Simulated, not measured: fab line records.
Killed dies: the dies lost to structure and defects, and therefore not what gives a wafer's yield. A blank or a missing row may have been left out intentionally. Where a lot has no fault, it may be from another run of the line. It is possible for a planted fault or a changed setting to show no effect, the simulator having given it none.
A single fault, viewed from 2 desks	flow n5-finfet	each desk has only its own numbers; what lay behind them comes last

## AT THE METROLOGY DESK
Lot by lot, what the gauges showed, no matter which tool ran the lot: averages of those sampled wafers that carry a number. A lot is out of limits, marked OUT, if its mean lies more than 4 standard deviations from the usual mean; the brackets give that distance. Only the readings that lie furthest out on some lot appear, 7 of the 12 it has.
Columns: A = IOFF_P at N5_BEOL_M4_RC_MEAS_101, usual 0.21 nA/um; B = IOFF_P_LONG at N5_BEOL_M4_RC_MEAS_101, usual 0.000108 nA/um; C = ION_P at N5_BEOL_M4_RC_MEAS_101, usual 464 uA/um; D = SS_P at N5_BEOL_M4_RC_MEAS_101, usual 73.3 mV/dec; E = VT_N at N5_BEOL_M4_RC_MEAS_101, usual 250 mV; F = VT_N_LVT at N5_BEOL_M4_RC_MEAS_101, usual 99 mV; G = VT_P at N5_BEOL_M4_RC_MEAS_101, usual -250 mV
lot	first seen here	A	B	C	D	E	F	G
L523	day 7 18:26	0.28	0.000115	475	74.2	246	94	-245
L525	day 8 06:11	0.16	0.000095	450	72.8	253	102	-255
L526	day 8 15:01	0.23	0.000108	470	74.3	247	94	-250
L527	day 8 18:02	0.19	0.000100	455	72.9	253	101	-253
L529	day 9 06:25	0.23	0.000106	474	74.4	247	95	-247
L531	day 9 10:14	0.19	0.000119	463	72.3	255	104	-250
L544	day 13 00:07	0.21	0.000111	459	73.5	250	102	-249
L539	day 13 07:18	0.25	0.000123	481	73.7	248	100	-247
L534	day 13 07:37	0.25	0.000108	464	73.6	249	99	-249
L540	day 14 01:24	0.24	0.000108	460	73.9	250	104	-248
Finding of this desk: none of the 10 lots has anything out of limits.

## THE TOOL OWNER'S DESK: ald-hk-02
The tool's own readings at N5_HKMG_FIN_ALD_74 (deposits La2O3, target thk 0.5 nm, pulse time 6 s, co reactant pulse time 1 s): means of the sampled wafers that have a number, for each lot that ran on this tool. A lot is out of limits, marked OUT, if its mean lies more than 4 standard deviations from the usual mean; the brackets give that distance.
Columns: A = heater-power-w at N5_HKMG_FIN_ALD_74, usual 345 W; B = precursor-pulse-height-rel at N5_HKMG_FIN_ALD_74, usual 1.000
lot	first seen here	A	B
L523	day 4 04:12	314	0.976
L525	day 4 11:01	327	0.997
L526	day 4 20:02	312	1.016
L527	day 4 23:49	319	0.994
L534	day 6 21:40	325	1.010
L539	day 8 00:37	350	0.990
L540	day 8 10:22	343	1.005
Finding of this desk: none of the 7 lots has anything out of limits.

## TAKEN TOGETHER
From the metrology desk's view, nothing was out of limits.
The tool owner's desk saw nothing out of limits.

## WHAT WAS PUT IN BY THE SIMULATOR
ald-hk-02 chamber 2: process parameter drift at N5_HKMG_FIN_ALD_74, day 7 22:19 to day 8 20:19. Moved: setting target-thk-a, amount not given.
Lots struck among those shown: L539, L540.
